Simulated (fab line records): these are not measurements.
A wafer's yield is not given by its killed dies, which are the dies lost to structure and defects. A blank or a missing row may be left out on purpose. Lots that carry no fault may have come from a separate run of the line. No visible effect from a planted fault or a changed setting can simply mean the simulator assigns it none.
Problem report, 8D (eight disciplines) form, completed by code + flow n5 finfet + the parts of the form that need people (team, actions taken, sign-off) are left out

== 1. WHAT IS WRONG ==
Wafers without a fault read 1500.0 rpm, standard deviation 0.98; spin speed rpm at N5_SDB_COAT_05 reads a mean of 1673.8 rpm on 6 wafers belonging to 2 lots. So: +99 or more standard deviations from the usual mean.
The step: resist thk 90 nm.
First observed at day 9 02:07: wafer L615.2, on litho track-02. Wafers with a number at this step in the record: 30, from 10 lots. By rule, "out" or "out of limits" means more than 4 standard deviations away from the usual mean. Any other wafer with a number is counted as sound.

== 2. WHAT IT IS AND WHAT IT IS NOT ==
| question                    | is                     | is not                                         |
|-----------------------------|------------------------|------------------------------------------------|
| which readings at this step | spin speed rpm         | -                                              |
| which lots                  | L615, L616             | L601, L602, L603, L604, L605, L607, L608, L614 |
| which wafers of those lots  | all that have a number | -                                              |
| read on which tools         | litho track-02         | litho track-03, litho track-04                 |
| when                        | from day 9 02:07       | up to then (24 sound wafers)                   |

== 3. THE SUSPECTS, EACH WITH WHAT RULES IT OUT ==
Counting: a tool at a process step up to the reading stays a suspect if it ran every lot that is out and no sound lot after the first of them.
- rtp anneal-01 at N5_SD_ACTIVATION_RTA_00 (time 0 s): kept. It processed each lot that is out, first L615 at day 8 19:00, and no sound lot thereafter; up to then, the last sound lot it processed was L614 at day 8 12:53.
- litho track-02 at N5_SDB_COAT_05 (resist thk 90 nm): kept. It processed each lot that is out, first L615 at day 9 02:07, and no sound lot thereafter; up to then, the last sound lot it processed was L608 at day 7 08:36. Its own spin speed rpm readings are out on those wafers.
After counting, rtp anneal-01 at N5_SD_ACTIVATION_RTA_00 and litho track-02 at N5_SDB_COAT_05 remain.

== 4. THE CAUSE (what the simulator had put in) ==
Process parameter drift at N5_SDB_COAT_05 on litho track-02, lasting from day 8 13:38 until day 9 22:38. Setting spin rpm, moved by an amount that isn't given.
Counting left 2 suspects, and this tool is among them.

== 5. SEQUENCE OF EFFECTS, ordered by route ==
One row per reading whose mean, taken over the struck wafers that have a number, lies over 3 standard deviations from the usual. Scope: only readings with a usual standard deviation given in the record; hours: median across lots of the time from each lot's start at the first step in this table that gives one to its start at this step; sigmas: change in usual standard deviations.
| hours | step           | reading        | usual      | on struck wafers | change | sigmas      |
|-------|----------------|----------------|------------|------------------|--------|-------------|
| 0     | N5_SDB_COAT_05 | spin speed rpm | 1500.0 rpm | 1673.8           | +173.8 | +99 or more |
The process steps in it:
- N5_SDB_COAT_05: resist thk 90 nm.
Later measuring or inspecting steps at which every struck wafer that the step has a row for has a number for every such reading, and none has moved that far: N5_BEOL_M4_RC_MEAS_101.

== 6. WHAT WOULD HAVE CAUGHT IT SOONER ==
In this record no reading fell out of limits until day 9 02:07, 12 hours after the fault had begun at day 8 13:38.
